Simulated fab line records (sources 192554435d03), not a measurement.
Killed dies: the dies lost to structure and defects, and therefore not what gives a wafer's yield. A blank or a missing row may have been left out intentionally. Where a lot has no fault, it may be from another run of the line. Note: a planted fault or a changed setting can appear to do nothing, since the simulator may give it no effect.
fab line records	flow n5_finfet
record: lots: 9	wafers: 26	last_day: 18
route steps=1938 shown BEOL_M3@999 BEOL_M4@1111 PASSIVATION@1936
lots that met no fault: from a run of the same line without faults
start_h: hours from the record's opening day to when the first of the lot's shown wafers began	wait_h: time in hours since the lot's previous step	" identical to the entry in the row above	L1.1+2: one row covering several wafers at once	- no value, or no start was given	* or withheld: withheld	< > ~ a bound
route shown NAME@n: NAME is a module with steps in the file, n the number in the route of the first one	usual: average and standard deviation across the fault-free wafers	same: alike in all rows	chamber/n: place in a boat	sites: the reading at each site	_std_site: the standard deviation of these	_edge_site: mean of outer sites minus mean of inner sites	radius_mm: how far each site lies from the wafer's centre	mask NAME#n: copy n	behind: the last tool/chamber to shape the wafer	hold: why the lot was held/for how many hours/how that ended	device: the n, p or np transistor that did not switch	end of line: tests run on the same wafers once the route is complete	for a step that has no rows: nothing shown but its recipe	killed: dies lost to structure and defects at the first sort, not the wafer's yield	map: the dies of a wafer, with x for killed, . for not killed, _ for no die there
set.NAME: the setting that was run; set.NAME@STEP: the one run at that earlier step	model.NAME: the simulator's own value behind a step, which no gauge read
one table for each step of the route and one row for each wafer, over a sample of lots
services: when a tool's chamber went out of use (start_h, in hours from the record's first day, below 0 if earlier), for how many hours, and the reason
== steps ==
step: N5_BEOL_M3_ANNEAL_82
recipe: temp_c: 400	time_s: 240	ambient: vacuum
usual: heater_power_w: 877/140
lot.wafer	tool	chamber	start_h	wait_h	heater_power_w
L747.1	pvd_sputter-03	-	155.41	0.0	838
L747.2	"	-	"	"	655
L747.3	"	-	"	"	1016
L749.2	pvd_sputter-02	-	157.23	0.0	693
L749.4	"	-	"	"	877
L749.5	"	-	"	"	682
L751.2	pvd_sputter-03	-	176.69	0.0	957
L751.4	"	-	"	"	1032
L751.6	"	-	"	"	932
L752.3	pvd_sputter-01	-	177.85	0.0	837
L752.4	"	-	"	"	839
L752.5	"	-	"	"	924
L756.2	pvd_sputter-02	-	231.76	0.0	1170
L756.3	"	-	"	"	906
L756.4	"	-	"	"	709
L758.4	pvd_sputter-02	-	233.60	0.0	703
L758.5	"	-	"	"	697
L758.6	"	-	"	"	802
L762.1	pvd_sputter-03	-	241.75	0.0	665
L762.3	"	-	"	"	952
L768.2	pvd_sputter-03	-	286.02	0.0	852
L768.5	"	-	"	"	1006
L768.6	"	-	"	"	944
L770.2	pvd_sputter-03	-	304.28	0.0	981
L770.3	"	-	"	"	839
L770.5	"	-	"	"	1041
step: N5_BEOL_M3_ANNEAL_93
recipe: temp_c: 400	time_s: 240	ambient: vacuum
usual: heater_power_w: 880/140
lot.wafer	tool	chamber	start_h	wait_h	heater_power_w
L747.1	pvd_sputter-03	-	156.29	0.0	851
L747.2	"	-	"	"	666
L747.3	"	-	"	"	1028
L749.2	pvd_sputter-02	-	158.11	0.0	692
L749.4	"	-	"	"	899
L749.5	"	-	"	"	693
L751.2	pvd_sputter-03	-	177.57	0.0	971
L751.4	"	-	"	"	1014
L751.6	"	-	"	"	947
L752.3	pvd_sputter-01	-	178.73	0.0	834
L752.4	"	-	"	"	849
L752.5	"	-	"	"	898
L756.2	pvd_sputter-02	-	232.64	0.0	1153
L756.3	"	-	"	"	899
L756.4	"	-	"	"	716
L758.4	pvd_sputter-02	-	234.48	0.0	705
L758.5	"	-	"	"	703
L758.6	"	-	"	"	805
L762.1	pvd_sputter-03	-	242.74	0.0	655
L762.3	"	-	"	"	953
L768.2	pvd_sputter-03	-	286.90	0.0	838
L768.5	"	-	"	"	1027
L768.6	"	-	"	"	982
L770.2	pvd_sputter-03	-	305.16	0.0	914
L770.3	"	-	"	"	836
L770.5	"	-	"	"	1011
step: N5_BEOL_M3_CMP_52
recipe: stop_on: SiOC	t_overpolish_s: 6.8	down_force_psi: 1	platen_rpm: 50	clearing_platen_down_force_psi: 1.5	clearing_platen_rpm: 50	post_cmp_clean: cu_alkaline	target_thk_nm: 40	clearing_platen_pad_velocity_m_s: 0.99484	pad_velocity_m_s: 0.99484
usual: barrier_field_endpoint_s: 24.5/0.72	motor_current_A: 6.2/0.61	overpolish_run_s: 6.800/0.0088	slurry_filter_dp_kPa: 13.49/0.14	time_to_endpoint_s: 61/3.7
lot.wafer	tool	chamber	start_h	wait_h	barrier_field_endpoint_s	motor_current_A	overpolish_run_s	slurry_filter_dp_kPa	time_to_endpoint_s
L747.1	cmp-02	3	157.18	0.3	23.6	7.0	6.790	13.54	61
L747.3	"	0	"	"	23.4	5.9	6.801	13.32	57
L747.2	"	1	"	"	24.1	6.8	6.795	13.64	60
L749.2	cmp-01	3	158.97	0.2	24.4	6.8	6.810	13.29	60
L749.4	"	2	"	"	25.5	5.5	6.794	13.43	65
L749.5	"	0	"	"	25.3	6.3	6.795	13.74	62
L751.2	cmp-02	2	178.43	0.2	24.9	6.4	6.810	13.36	67
L751.4	"	1	"	"	25.0	6.4	6.796	13.37	63
L751.6	"	2	"	"	25.6	6.0	6.795	13.34	68
L752.3	cmp-01	0	180.08	0.2	23.7	6.6	6.775	13.33	59
L752.4	"	2	"	"	23.6	5.6	6.807	13.76	57
L752.5	"	0	"	"	24.0	6.5	6.793	13.57	60
L756.2	cmp-01	3	233.53	0.2	25.0	7.0	6.807	13.64	64
L756.4	"	0	"	"	25.6	6.6	6.800	13.74	65
L756.3	"	1	"	"	24.5	5.4	6.824	13.62	62
L758.4	cmp-03	1	235.53	0.3	25.1	7.2	6.795	13.34	64
L758.6	"	1	"	"	24.3	7.1	6.786	13.33	65
L758.5	"	2	"	"	23.7	5.9	6.790	13.41	54
L762.3	cmp-01	0	243.65	0.2	24.9	6.1	6.800	13.59	61
L762.1	"	3	"	"	41.2	6.8	0.032	13.42	80
L768.2	cmp-03	1	288.03	0.4	24.3	7.5	6.791	13.63	64
L768.5	"	1	"	"	24.4	7.0	6.802	13.69	62
L768.6	"	2	"	"	22.8	5.6	6.790	13.51	53
L770.2	cmp-03	1	306.15	0.2	24.0	6.9	6.782	13.48	59
L770.3	"	3	"	"	24.2	6.1	6.787	13.40	58
L770.5	"	2	"	"	23.1	6.1	6.812	13.57	52
step: N5_BEOL_M3_THK_MEAS_53
recipe: thk_meas_gauge: xrf	reads: Cu_of_BEOL_M3_ECD_50
usual: M3_THK: 38.7/1.7
lot.wafer	tool	chamber	start_h	wait_h	M3_THK[nm]
L747.1	film_metro-01	-	157.44	-	36.6
L747.2	"	-	"	"	39.9
L747.3	"	-	"	"	38.4
L749.2	film_metro-02	-	159.26	-	37.1
L749.4	"	-	"	"	39.9
L749.5	"	-	"	"	39.7
L751.2	film_metro-02	-	178.72	-	37.0
L751.4	"	-	"	"	38.8
L751.6	"	-	"	"	39.0
L752.3	film_metro-01	-	180.38	-	39.5
L752.4	"	-	"	"	40.0
L752.5	"	-	"	"	41.2
L756.2	film_metro-02	-	233.79	-	37.4
L756.3	"	-	"	"	36.4
L756.4	"	-	"	"	41.7
L758.4	film_metro-02	-	235.83	-	40.8
L758.5	"	-	"	"	38.8
L758.6	"	-	"	"	42.0
L762.1	film_metro-02	-	243.94	-	134.7
L762.3	"	-	"	"	37.3
L768.2	film_metro-01	-	288.32	-	36.4
L768.5	"	-	"	"	38.0
L768.6	"	-	"	"	34.7
L770.2	film_metro-02	-	306.44	-	38.2
L770.3	"	-	"	"	37.3
L770.5	"	-	"	"	38.3
step: N5_BEOL_M3_CO_CAP_55
recipe: material: Co	target_thk_a: 20	temp_c: 200	precursor: CCTBA/H2	pressure_torr: 30	time_s: 102.1
usual: heater_power_w: 247/23
lot.wafer	tool	chamber	start_h	wait_h	heater_power_w
L747.1	cvd_co-01	0	157.52	0.0	214
L747.2	"	2	"	"	285
L747.3	"	1	"	"	271
L749.2	cvd_co-01	0	159.34	0.0	216
L749.4	"	1	"	"	255
L749.5	"	2	"	"	293
L751.2	cvd_co-02	1	178.85	0.0	246
L751.4	"	0	"	"	216
L751.6	"	2	"	"	255
L752.3	cvd_co-01	0	180.46	0.0	214
L752.4	"	2	"	"	281
L752.5	"	0	"	"	216
L756.2	cvd_co-02	0	233.87	0.0	221
L756.3	"	1	"	"	249
L756.4	"	1	"	"	237
L758.4	cvd_co-02	1	235.94	0.0	241
L758.5	"	0	"	"	225
L758.6	"	2	"	"	262
L762.1	cvd_co-01	1	244.02	0.0	266
L762.3	"	0	"	"	221
L768.2	cvd_co-01	2	288.40	0.0	289
L768.5	"	2	"	"	284
L768.6	"	1	"	"	260
L770.2	cvd_co-02	0	306.61	0.0	225
L770.3	"	2	"	"	262
L770.5	"	1	"	"	241
step: N5_BEOL_M3_INSPECT_59
recipe: inspect_instrument: darkfield	mode: post_dep
usual: raw_defect_count: 69/24
lot.wafer	tool	chamber	start_h	wait_h	raw_defect_count
L747.1	defect_inspect-02	-	157.74	0.0	94
L747.2	"	-	"	"	95
L747.3	"	-	"	"	72
L749.2	defect_inspect-02	-	159.55	0.0	54
L749.4	"	-	"	"	66
L749.5	"	-	"	"	86
L751.2	defect_inspect-02	-	179.06	0.0	72
L751.4	"	-	"	"	166
L751.6	"	-	"	"	75
L752.3	defect_inspect-02	-	180.67	0.0	71
L752.4	"	-	"	"	49
L752.5	"	-	"	"	36
L756.2	defect_inspect-02	-	234.08	0.0	108
L756.3	"	-	"	"	87
L756.4	"	-	"	"	104
L758.4	defect_inspect-01	-	236.11	0.0	33
L758.5	"	-	"	"	59
L758.6	"	-	"	"	30
L762.1	defect_inspect-01	-	244.23	0.0	5059
L762.3	"	-	"	"	81
L768.2	defect_inspect-01	-	288.64	0.0	103
L768.5	"	-	"	"	107
L768.6	"	-	"	"	54
L770.2	defect_inspect-02	-	306.82	0.0	117
L770.3	"	-	"	"	91
L770.5	"	-	"	"	75
step: N5_BEOL_M4_RC_MEAS_101
usual: DIBL_N: 36.2/2.4	DIBL_P: 36.2/2.6	IOFF_N: 0.16/0.045	IOFF_P: 0.21/0.046	ION_N: 674/17	ION_P: 463/11	SS_N: 71.5/0.77	SS_P: 73.1/0.76	VT_N: 250/3.9	VT_P: -250/3.9
lot.wafer	tool	chamber	start_h	wait_h	DIBL_N[mV/V]	DIBL_P[mV/V]	IOFF_N[nA/um]	IOFF_P[nA/um]	ION_N[uA/um]	ION_P[uA/um]	SS_N[mV/dec]	SS_P[mV/dec]	VT_N[mV]	VT_P[mV]
L747.1	prober-02	0	165.46	0.0	39.4	39.7	0.20	0.27	685	474	72.3	73.8	249	-244
L747.2	"	0	"	"	37.9	38.3	0.16	0.24	692	480	71.5	72.9	249	-249
L747.3	"	0	"	"	40.5	40.5	0.22	0.30	695	473	71.9	74.1	247	-245
L749.2	prober-01	0	165.86	0.2	34.6	37.3	0.13	0.16	646	439	71.7	73.4	258	-258
L749.4	"	0	"	"	32.8	36.1	0.12	0.15	677	470	71.7	72.2	253	-257
L749.5	"	0	"	"	31.4	34.6	0.10	0.14	658	457	70.6	72.7	255	-258
L751.2	prober-01	0	185.97	0.2	37.8	36.7	0.15	0.17	669	445	72.4	73.7	253	-258
L751.4	"	0	"	"	38.2	37.9	0.16	0.20	678	464	71.1	74.5	250	-256
L751.6	"	0	"	"	36.8	35.4	0.12	0.16	644	438	72.1	73.0	257	-257
L752.3	prober-01	0	188.56	0.3	35.7	35.2	0.16	0.19	665	452	71.9	72.6	251	-254
L752.4	"	0	"	"	33.3	34.2	0.12	0.17	652	453	70.8	72.6	254	-253
L752.5	"	0	"	"	34.0	35.0	0.12	0.19	651	457	70.7	72.9	256	-251
L756.2	prober-01	0	243.67	0.2	40.9	41.8	0.28	0.27	720	480	72.5	74.7	244	-247
L756.3	"	0	"	"	37.9	38.4	0.17	0.20	669	458	71.7	74.6	251	-252
L756.4	"	0	"	"	39.6	40.5	0.23	0.25	676	452	71.9	75.0	247	-249
L758.4	prober-01	0	248.01	0.5	34.0	34.1	0.12	0.19	670	472	70.7	72.3	253	-249
L758.5	"	0	"	"	34.9	35.0	0.13	0.20	666	468	70.3	72.8	253	-247
L758.6	"	0	"	"	33.6	33.5	0.12	0.19	670	471	70.2	72.8	252	-250
L762.3	prober-01	0	257.52	0.3	35.7	38.0	0.18	0.21	688	468	71.6	73.2	247	-251
L768.2	prober-01	0	300.46	0.2	34.8	33.8	0.12	0.17	681	468	71.7	72.6	251	-254
L768.5	"	0	"	"	37.0	35.0	0.15	0.19	644	444	71.8	72.1	253	-253
L768.6	"	0	"	"	40.3	41.5	0.24	0.32	707	482	72.2	73.8	243	-244
L770.2	prober-01	0	319.56	0.9	33.8	34.0	0.13	0.21	661	458	71.6	72.5	253	-248
L770.3	"	0	"	"	38.3	38.9	0.21	0.28	687	475	71.9	73.3	247	-245
L770.5	"	0	"	"	32.8	33.3	0.12	0.19	688	477	72.0	71.6	253	-250
step: N5_PASSIVATION_PROBE_49
usual: defect_limited_yield: 91.2/1.4	killed_at_M0_to_M3: 33/9.5	killed_at_M4_up: 13/4.7	killed_at_contacts: 11/5.3	killed_at_front_end: 42/12	killed_at_other: 5/3.3	killed_dies: 104/17	killed_on_rim: 14/4	killed_open: 67/12	killed_short: 33/7.7	sort_bin_4_leakage: 0.01/0.058	sort_bin_5_function: 5.1/0.94	sort_bin_6_memory: 3.3/0.67	sort_bin_8_speed: 0.1/1.3	sort_n_pass: 1074/24	sort_yield_pct: 91.1/2
same: gross_dies: 1180	killed_at_back_side: 0
lot.wafer	tool	chamber	start_h	wait_h	defect_limited_yield[%]	killed_at_M0_to_M3	killed_at_M4_up	killed_at_contacts	killed_at_front_end	killed_at_other	killed_dies	killed_on_rim	killed_open	killed_short	sort_bin_4_leakage[%]	sort_bin_5_function[%]	sort_bin_6_memory[%]	sort_bin_8_speed[%]	sort_n_pass	sort_yield_pct[%]
L749.2	prober-02	-	243.16	0.1	93.2	26	6	11	31	6	80	10	53	27	0	3.6	3.1	0.4	1095	92.8
L749.4	prober-02	-	243.26	0.2	91.2	36	11	11	43	3	104	15	71	32	0	5.3	3.3	0	1076	91.2
L749.5	prober-02	-	243.31	0.2	90.8	30	9	15	43	12	109	15	70	38	0	5.3	3.6	0	1071	90.8
L747.1	prober-02	-	253.63	0.0	91.8	25	17	5	47	3	97	12	53	42	0	4.4	3.1	0	1083	91.8
L747.2	prober-02	-	253.68	0.1	92.0	36	4	11	38	5	94	11	65	21	0	5.2	2.3	0	1086	92.0
L747.3	prober-02	-	253.73	0.1	94.7	34	3	3	15	7	62	10	45	16	0	3.1	2.0	0	1118	94.7
L751.2	prober-01	-	275.85	0.1	92.2	29	14	6	38	5	92	17	61	26	0	3.9	3.5	0	1088	92.2
L751.4	prober-01	-	275.95	0.2	93.6	23	5	6	40	2	76	7	44	31	0	3.3	2.9	0	1104	93.6
L751.6	prober-01	-	276.05	0.3	89.7	34	12	6	65	4	121	16	81	34	0	5.8	3.6	0.4	1054	89.3
L752.3	prober-01	-	279.41	0.1	89.5	26	12	20	63	3	124	14	91	32	0	5.8	4.5	0	1056	89.5
L752.4	prober-01	-	279.46	0.2	93.6	23	14	7	28	3	75	5	47	26	0	3.6	2.5	0	1105	93.6
L752.5	prober-01	-	279.51	0.2	92.4	13	18	13	45	1	90	9	64	26	0	4.7	3.0	0	1090	92.4
L758.4	prober-02	-	357.10	0.2	88.7	58	16	9	48	2	133	13	87	42	0	6.3	4.7	0	1047	88.7
L758.5	prober-02	-	357.15	0.2	90.3	46	15	19	25	9	114	10	67	41	0	5.8	3.4	0	1066	90.3
L758.6	prober-02	-	357.20	0.3	90.4	40	9	12	51	1	113	17	74	36	0	4.6	4.5	0	1067	90.4
L756.2	prober-02	-	366.46	0.1	88.1	41	15	21	61	2	140	18	94	44	0.08	6.7	5.0	0	1039	88.1
L756.3	prober-02	-	366.51	0.1	90.5	33	5	10	61	3	112	11	69	42	0	5.3	3.6	0	1068	90.5
L756.4	prober-02	-	366.56	0.2	89.4	58	5	14	40	8	125	17	84	41	0	5.9	4.5	0	1055	89.4
L762.1	prober-02	-	388.04	0.0	0	1121	15	5	37	2	1180	152	56	25	0	4.0	2.6	0	0	0
L762.3	prober-02	-	388.14	0.1	90.3	41	11	13	45	4	114	18	82	31	0	6.0	3.6	0	1066	90.3
L768.2	prober-01	-	408.00	0.1	91.4	33	14	2	49	3	101	11	67	32	0	5.4	2.8	0	1079	91.4
L768.5	prober-01	-	408.15	0.2	91.7	21	16	4	56	1	98	20	72	25	0	4.5	3.7	0.5	1076	91.2
L768.6	prober-01	-	408.20	0.3	91.6	29	13	3	53	1	99	11	81	18	0	5.3	2.9	0	1081	91.6
L770.2	prober-02	-	432.34	0.1	90.2	35	13	9	50	9	116	18	79	33	0	6.5	3.2	0	1064	90.2
L770.3	prober-02	-	432.39	0.1	89.8	28	10	27	52	3	120	19	86	33	0	5.3	4.5	0	1060	89.8
L770.5	prober-02	-	432.49	0.2	91.8	32	8	9	37	11	97	8	61	36	0	5.8	2.3	0	1083	91.8
killed by level:class
L749.2 STI_FIN_REVEAL:geometric_particle:open=10 MOL_CONTACT_COAG:geometric_particle:open=8 BEOL_M0_SAQP:geometric_particle:short=6 BEOL_M0_SAQP:geometric_particle:open=5 BEOL_M2:geometric_particle:open=5 BEOL_M3:geometric_particle:open=5 FIN_SAQP:geometric_particle:short=4 GATE_CUT:geometric_particle:short=4
L749.4 GATE_CUT:geometric_particle:short=9 GATE_CUT:geometric_particle:open=9 MOL_CONTACT_COAG:geometric_particle:open=9 BEOL_M0_SAQP:geometric_particle:open=8 BEOL_M1:geometric_particle:open=8 FIN_SAQP:geometric_particle:short=6 BEOL_M2:geometric_particle:open=6 BEOL_M0:geometric_particle:open=5
L749.5 FIN_SAQP:geometric_particle:short=12 MOL_CONTACT_COAG:geometric_particle:open=12 FIN_SAQP:geometric_particle:open=7 STI_FIN_REVEAL:geometric_particle:open=6 BEOL_M0_SAQP:geometric_particle:open=6 BEOL_M3:geometric_particle:open=6 BEOL_M4:geometric_particle:open=5 MIM_TOP_ETCH:geometric_particle:open=5
L747.1 FIN_SAQP:geometric_particle:short=13 BEOL_M2:geometric_particle:open=11 BEOL_M4:geometric_particle:open=7 FIN_SAQP:geometric_particle:open=6 GATE_CUT:geometric_particle:short=5 STARTING-WAFER:geometric_particle:short=5 BEOL_M4:geometric_particle:short=4 BEOL_M3:geometric_particle:open=3
L747.2 FIN_SAQP:geometric_particle:open=10 BEOL_M2:geometric_particle:open=10 MOL_CONTACT_COAG:geometric_particle:open=9 FIN_SAQP:geometric_particle:short=6 DUMMY_GATE:geometric_particle:open=6 BEOL_M1:geometric_particle:open=5 HKMG_FIN:area_etch=5 STI_FIN_REVEAL:geometric_particle:open=4
L747.3 BEOL_M2:geometric_particle:open=11 BEOL_M3:geometric_particle:open=7 BEOL_M1:geometric_particle:open=6 PASS1_CAP:geometric_particle:short=6 FIN_SAQP:geometric_particle:open=5 BEOL_M0:geometric_particle:open=4 MOL_CONTACT_COAG:geometric_particle:open=3 BEOL_M0_SAQP:geometric_particle:short=3
L751.2 STI_FIN_REVEAL:geometric_particle:open=13 BEOL_M3:geometric_particle:open=7 MOL_CONTACT_COAG:geometric_particle:open=6 BEOL_M0_SAQP:geometric_particle:short=6 DUMMY_GATE:geometric_particle:open=5 FIN_SAQP:geometric_particle:open=4 BEOL_M7:geometric_particle:open=4 STI_FIN_REVEAL:geometric_particle:short=4
L751.4 STI_FIN_REVEAL:geometric_particle:open=8 FIN_SAQP:geometric_particle:open=5 BEOL_M3:geometric_particle:short=5 STARTING-WAFER:geometric_particle:open=5 BEOL_M0:geometric_particle:open=4 MOL_CONTACT_COAG:geometric_particle:open=4 BEOL_M2:geometric_particle:short=4 BEOL_M3:geometric_particle:open=4
L751.6 STI_FIN_REVEAL:geometric_particle:open=20 BEOL_M3:geometric_particle:open=12 FIN_SAQP:geometric_particle:short=8 DUMMY_GATE:geometric_particle:open=6 MOL_CONTACT_COAG:geometric_particle:open=6 BEOL_M2:geometric_particle:open=6 FIN_SAQP:geometric_particle:open=5 BEOL_M4:geometric_particle:open=5
L752.3 STI_FIN_REVEAL:geometric_particle:open=18 MOL_CONTACT_COAG:geometric_particle:open=16 ILD0:geometric_particle:short=8 BEOL_M2:geometric_particle:open=8 BEOL_M3:geometric_particle:open=8 BEOL_M4:geometric_particle:open=8 GATE_CUT:geometric_particle:short=6 GATE_CUT:geometric_particle:open=6
L752.4 DUMMY_GATE:geometric_particle:open=9 MOL_CONTACT_COAG:geometric_particle:open=6 BEOL_M3:geometric_particle:open=6 GATE_CUT:geometric_particle:short=5 BEOL_M0_SAQP:geometric_particle:short=5 BEOL_M4:geometric_particle:open=5 ILD0:geometric_particle:short=4 BEOL_M2:geometric_particle:open=4
L752.5 STI_FIN_REVEAL:geometric_particle:open=14 MOL_CONTACT_COAG:geometric_particle:open=11 FIN_SAQP:geometric_particle:short=8 BEOL_M4:geometric_particle:open=6 BEOL_M5:geometric_particle:open=6 GATE_CUT:geometric_particle:open=5 BEOL_M2:geometric_particle:open=4 FIN_SAQP:geometric_particle:open=3
L758.4 STI_FIN_REVEAL:geometric_particle:open=17 BEOL_M0_SAQP:geometric_particle:open=16 BEOL_M0_SAQP:geometric_particle:short=13 FIN_SAQP:geometric_particle:open=7 BEOL_M4:geometric_particle:open=7 MOL_CONTACT_COAG:geometric_particle:open=7 STI_FIN_REVEAL:geometric_particle:short=7 STARTING-WAFER:geometric_particle:open=7
L758.5 MOL_CONTACT_COAG:geometric_particle:open=13 BEOL_M3:geometric_particle:short=11 STI_FIN_REVEAL:geometric_particle:open=10 BEOL_M0_SAQP:geometric_particle:open=10 BEOL_M0_SAQP:geometric_particle:short=8 BEOL_M1:geometric_particle:open=8 MOL_CONTACT_COAG:geometric_particle:short=6 PASS1_DEP:geometric_particle:open=5
L758.6 STI_FIN_REVEAL:geometric_particle:open=20 FIN_SAQP:geometric_particle:open=10 MOL_CONTACT_COAG:geometric_particle:open=9 BEOL_M0_SAQP:geometric_particle:short=7 BEOL_M2:geometric_particle:open=7 BEOL_M0_SAQP:geometric_particle:open=5 BEOL_M1:geometric_particle:short=5 BEOL_M3:geometric_particle:open=5
L756.2 STI_FIN_REVEAL:geometric_particle:open=19 MOL_CONTACT_COAG:geometric_particle:open=19 FIN_SAQP:geometric_particle:short=13 BEOL_M0_SAQP:geometric_particle:short=11 BEOL_M0_SAQP:geometric_particle:open=8 DUMMY_GATE:geometric_particle:open=7 BEOL_M3:geometric_particle:open=7 BEOL_M2:geometric_particle:open=6
L756.3 STI_FIN_REVEAL:geometric_particle:open=12 FIN_SAQP:geometric_particle:short=10 BEOL_M3:geometric_particle:open=9 GATE_CUT:geometric_particle:short=8 MOL_CONTACT_COAG:geometric_particle:open=8 BEOL_M0_SAQP:geometric_particle:open=8 FIN_SAQP:geometric_particle:open=7 GATE_CUT:geometric_particle:open=7
L756.4 BEOL_M0_SAQP:geometric_particle:short=18 BEOL_M0_SAQP:geometric_particle:open=18 STI_FIN_REVEAL:geometric_particle:open=14 MOL_CONTACT_COAG:geometric_particle:open=13 BEOL_M2:geometric_particle:open=10 FIN_SAQP:geometric_particle:open=6 BEOL_M1:geometric_particle:open=5 FIN_SAQP:geometric_particle:short=4
L762.1 BEOL_M3:area_cmp=1099 BEOL_M4:geometric_particle:open=9 STI_FIN_REVEAL:geometric_particle:open=6 BEOL_M0_SAQP:geometric_particle:short=6 BEOL_M3:geometric_particle:open=6 STARTING-WAFER:geometric_particle:open=5 DUMMY_GATE:geometric_particle:open=5 MOL_CONTACT_COAG:geometric_particle:open=5
L762.3 STI_FIN_REVEAL:geometric_particle:open=17 BEOL_M2:geometric_particle:open=13 MOL_CONTACT_COAG:geometric_particle:open=10 BEOL_M4:geometric_particle:open=8 BEOL_M3:geometric_particle:open=6 FIN_SAQP:geometric_particle:open=5 DUMMY_GATE:geometric_particle:open=5 DUMMY_GATE:geometric_particle:short=4
L768.2 FIN_SAQP:geometric_particle:open=17 BEOL_M3:geometric_particle:open=14 FIN_SAQP:geometric_particle:short=11 GATE_CUT:geometric_particle:short=4 BEOL_M0_SAQP:geometric_particle:open=4 BEOL_M4:geometric_particle:open=4 BEOL_M4:geometric_particle:short=4 STARTING-WAFER:geometric_particle:open=4
L768.5 FIN_SAQP:geometric_particle:open=29 DUMMY_GATE:geometric_particle:open=10 BEOL_M5:geometric_particle:open=5 FIN_SAQP:geometric_particle:short=4 BEOL_M2:geometric_particle:open=4 BEOL_M3:geometric_particle:open=4 BEOL_M4:geometric_particle:open=4 BEOL_M4:geometric_particle:short=4
L768.6 FIN_SAQP:geometric_particle:open=25 BEOL_M0_SAQP:geometric_particle:open=11 STI_FIN_REVEAL:geometric_particle:open=8 BEOL_M2:geometric_particle:open=7 FIN_SAQP:geometric_particle:short=6 STARTING-WAFER:geometric_particle:open=5 BEOL_M4:geometric_particle:open=4 GATE_CUT:geometric_particle:open=3
L770.2 STI_FIN_REVEAL:geometric_particle:open=17 FIN_SAQP:geometric_particle:open=11 MOL_CONTACT_COAG:geometric_particle:open=8 BEOL_M3:geometric_particle:open=8 BEOL_M3:geometric_particle:short=7 BEOL_M2:geometric_particle:open=6 GATE_CUT:geometric_particle:short=5 BEOL_M0_SAQP:geometric_particle:short=5
L770.3 MOL_CONTACT_COAG:geometric_particle:open=21 STI_FIN_REVEAL:geometric_particle:open=16 FIN_SAQP:geometric_particle:open=10 FIN_SAQP:geometric_particle:short=9 BEOL_M4:geometric_particle:open=7 BEOL_M3:geometric_particle:open=6 MOL_CONTACT_COAG:geometric_particle:short=6 GATE_CUT:geometric_particle:short=5
L770.5 BEOL_M3:geometric_particle:open=15 FIN_SAQP:geometric_particle:short=10 FIN_SAQP:geometric_particle:open=9 MOL_CONTACT_COAG:geometric_particle:open=8 GATE_CUT:geometric_particle:short=5 BEOL_M0_SAQP:geometric_particle:short=4 DUMMY_GATE:geometric_particle:open=3 BEOL_M0_SAQP:geometric_particle:open=3
== services ==
tool	chamber	start_h	hours	kind
cvd_co-01	0	144.42	9.9	repair
cmp-02	-	158.67	5.4	repair
cvd_co-01	-	163.59	6.0	pm
cmp-02	-	171.19	4.0	pm
cmp-01	-	173.37	2.0	repair
cmp-02	-	175.19	-	consumable_replace:conditioner
cmp-02	-	175.19	-	consumable_replace:pad
cmp-03	-	191.33	3.6	pm
pvd_sputter-01	-	200.17	1.1	repair
cmp-02	-	213.75	2.0	repair
cmp-01	-	228.10	4.0	pm
cmp-01	-	232.10	-	consumable_replace:conditioner
cmp-01	-	232.10	-	consumable_replace:pad
cvd_co-01	-	232.54	6.9	pm
cvd_co-01	2	245.96	4.6	repair
cvd_co-01	1	249.75	18.6	repair
cmp-01	-	270.26	3.2	pm
cmp-01	-	276.53	0.2	repair
cvd_co-02	2	278.33	24.8	repair
cvd_co-02	-	283.05	0.7	repair
cmp-02	-	288.08	8.8	pm
cmp-03	-	296.75	4.0	pm
cmp-03	-	300.75	-	consumable_replace:conditioner
cmp-03	-	300.75	-	consumable_replace:pad
== key ==
first_sign: step: N5_BEOL_M3_CMP_52	reading: overpolish_run_s	direction: down	sigmas: 99+	usual: 6.800	struck: 0.032
effect: step: N5_BEOL_M3_CMP_52	reading: barrier_field_endpoint_s	direction: up	sigmas: 23	usual: 24.5	struck: 41.2
effect: step: N5_BEOL_M3_THK_MEAS_53	reading: M3_THK	direction: up	sigmas: 56	usual: 38.7	struck: 134.7
effect: step: N5_BEOL_M3_INSPECT_59	reading: raw_defect_count	direction: up	sigmas: 99+	usual: 69	struck: 5059
effect: step: N5_PASSIVATION_PROBE_49	reading: killed_at_M0_to_M3	direction: up	sigmas: 99+	usual: 33	struck: 1121
more_kills_born_at: N5_BEOL_M3_CMP_52@cmp-01: 1099
met_at N5_BEOL_M3_CMP_52
struck_lots L762
struck_wafers L762.1
later_rows_left_out L762.1
not_acting_at N5_BEOL_M3_ANNEAL_82,N5_BEOL_M3_ANNEAL_93,N5_BEOL_M3_CO_CAP_55
onset_between 233.53 243.65
fault: kind: process_parameter_drift	tool: cmp-01	chamber: -	onset_h: 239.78	steps: N5_BEOL_M3_CMP_52	channel: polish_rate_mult	offset: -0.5	shape: step	end_h: 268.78	scope: struck_wafers_only
later_rows_left_out: the simulator's readings of these wafers behind a module that went badly wrong aren't trusted and aren't shown, but for the sort
